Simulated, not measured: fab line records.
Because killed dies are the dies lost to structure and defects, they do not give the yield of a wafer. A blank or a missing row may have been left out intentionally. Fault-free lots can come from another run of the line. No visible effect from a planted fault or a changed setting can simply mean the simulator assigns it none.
Matching of chambers / flow nandHarc / NHARC_A_WL_FILL_ETCHBACK_26 on rieSi-06: 4 sister chambers
The step etches the open film in HBr, target depth 52 nm, time 13.3 s. 4 wafers are shown with their chamber, then 10 later ones without.

== EACH WAFER AND ITS CHAMBER ==
wafer=L083.2; chamber=0; drypumpMotorCurrentA (A)=5.4
wafer=L083.6; chamber=1; drypumpMotorCurrentA (A)=5.9
wafer=L087.3; chamber=3; drypumpMotorCurrentA (A)=5.8
wafer=L087.4; chamber=2; drypumpMotorCurrentA (A)=5.4

== WAFERS WITHOUT THEIR CHAMBER ==
wafer=L087.6; drypumpMotorCurrentA (A)=5.4
wafer=L093.3; drypumpMotorCurrentA (A)=5.9
wafer=L093.4; drypumpMotorCurrentA (A)=5.8
wafer=L093.6; drypumpMotorCurrentA (A)=5.9
wafer=L092.4; drypumpMotorCurrentA (A)=5.8
wafer=L092.5; drypumpMotorCurrentA (A)=5.4
wafer=L092.6; drypumpMotorCurrentA (A)=6.0
wafer=L095.2; drypumpMotorCurrentA (A)=5.4
wafer=L095.3; drypumpMotorCurrentA (A)=6.0
wafer=L095.6; drypumpMotorCurrentA (A)=5.4

== WHICH CHAMBER EACH ONE RAN IN ==
wafer=L087.6; from the rows above=can't be placed: 0 or 2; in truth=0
wafer=L093.3; from the rows above=1; in truth=1
wafer=L093.4; from the rows above=3; in truth=3
wafer=L093.6; from the rows above=1; in truth=1
wafer=L092.4; from the rows above=3; in truth=3
wafer=L092.5; from the rows above=can't be placed: 0 or 2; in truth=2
wafer=L092.6; from the rows above=1; in truth=1
wafer=L095.2; from the rows above=can't be placed: 0 or 2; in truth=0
wafer=L095.3; from the rows above=1; in truth=1
wafer=L095.6; from the rows above=can't be placed: 0 or 2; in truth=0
Correctly placed: 6 of 10. From these rows, 4 cannot be placed; in 4 the true chamber is one of the candidates. Wrongly placed: 0.
How it was worked out, from the rows above alone: a wafer's distance from a chamber is the root of the sum, over the readings, of the square of ((its reading less the chamber's mean) divided by the reading's scatter). If the next closest chamber is less than 2 further off than the closest, the wafer can't be placed; otherwise it belongs to the closest. The mean given for a chamber averages the wafers shown for that chamber. The scatter: root of mean squared gap, hidden wafer to nearest shown wafer, with one shown wafer a chamber.
